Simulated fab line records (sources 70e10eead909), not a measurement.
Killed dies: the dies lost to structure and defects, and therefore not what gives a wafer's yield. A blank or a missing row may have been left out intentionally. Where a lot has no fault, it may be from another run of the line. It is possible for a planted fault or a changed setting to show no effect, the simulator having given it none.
Matching of chambers + flow nandHarc + rieDiel-12 running NHARC_A_BLC_DESCUM_15: 4 sister chambers
The step chemistry O2, time 3 s. 18 wafers are shown with their chamber, then 9 later ones without.

== WAFERS, EACH WITH ITS CHAMBER ==
| wafer  | chamber | showerheadPlenumPTorr (Torr) | drypumpMotorCurrentA (A) | rfVppV (V) |
|--------|---------|------------------------------|--------------------------|------------|
| L075.2 | 0       | 1.97                         | 5.7                      | 58.2       |
| L075.4 | 2       | 1.84                         | 6.1                      | 57.3       |
| L075.6 | 3       | 1.90                         | 4.8                      | 57.7       |
| L080.2 | 0       | 1.97                         | 5.7                      | 57.7       |
| L080.3 | 3       | 1.90                         | 4.9                      | 56.4       |
| L080.6 | 1       | 2.00                         | 5.6                      | 60.4       |
| L082.1 | 1       | 2.00                         | 5.5                      | 59.6       |
| L082.5 | 1       | 2.00                         | 5.6                      | 59.1       |
| L082.6 | 0       | 1.97                         | 5.7                      | 58.3       |
| L084.3 | 3       | 1.90                         | 4.8                      | 56.4       |
| L084.5 | 1       | 2.00                         | 5.6                      | 59.6       |
| L084.6 | 0       | 1.97                         | 5.7                      | 56.9       |
| L087.1 | 3       | 1.90                         | 4.8                      | 58.3       |
| L087.4 | 0       | 1.97                         | 5.7                      | 58.0       |
| L087.5 | 1       | 2.00                         | 5.6                      | 57.4       |
| L085.1 | 2       | 1.83                         | 6.0                      | 57.7       |
| L085.4 | 0       | 1.97                         | 5.7                      | 58.2       |
| L085.6 | 1       | 2.00                         | 5.6                      | 58.0       |

SIGNATURES (means of the wafers above)
| reading               | chamber 0 | chamber 1 | chamber 2 | chamber 3 | scatter within a chamber |
|-----------------------|-----------|-----------|-----------|-----------|--------------------------|
| showerheadPlenumPTorr | 1.9700    | 2.0000    | 1.8350    | 1.9000    | 0.00189                  |
| drypumpMotorCurrentA  | 5.700     | 5.583     | 6.050     | 4.825     | 0.0386                   |
| rfVppV                | 57.883    | 59.017    | 57.500    | 57.200    | 0.864                    |
Rule: a wafer's distance from a chamber is the root of the sum, over the readings, of the square of ((its reading less the chamber's mean) divided by the reading's scatter). If the next closest chamber is less than 2 further off than the closest, the wafer can't be placed; otherwise it belongs to the closest. The scatter: take each reading less its chamber's mean, square it, sum over the shown wafers, divide by the number of wafers less the number of chambers, and take the root.

== WAFERS WHOSE CHAMBER IS MISSING ==
| wafer  | showerheadPlenumPTorr (Torr) | drypumpMotorCurrentA (A) | rfVppV (V) |
|--------|------------------------------|--------------------------|------------|
| L091.4 | 1.90                         | 4.8                      | 57.4       |
| L091.5 | 2.00                         | 5.6                      | 58.7       |
| L091.6 | 1.97                         | 5.7                      | 58.6       |
| L093.1 | 1.90                         | 4.8                      | 56.3       |
| L093.3 | 1.83                         | 6.1                      | 57.5       |
| L093.4 | 2.00                         | 5.6                      | 58.5       |
| L097.1 | 1.97                         | 5.7                      | 58.1       |
| L097.3 | 2.00                         | 5.6                      | 57.5       |
| L097.5 | 2.00                         | 5.6                      | 59.0       |

== EACH ONE'S CHAMBER ==
| wafer  | from the rows above | in truth |
|--------|---------------------|----------|
| L091.4 | 3                   | 3        |
| L091.5 | 1                   | 1        |
| L091.6 | 0                   | 0        |
| L093.1 | 3                   | 3        |
| L093.3 | 2                   | 2        |
| L093.4 | 1                   | 1        |
| L097.1 | 0                   | 0        |
| L097.3 | 1                   | 1        |
| L097.5 | 1                   | 1        |
9 of 9 placed correctly. Not placeable from these rows: 0. 0 placed wrongly.
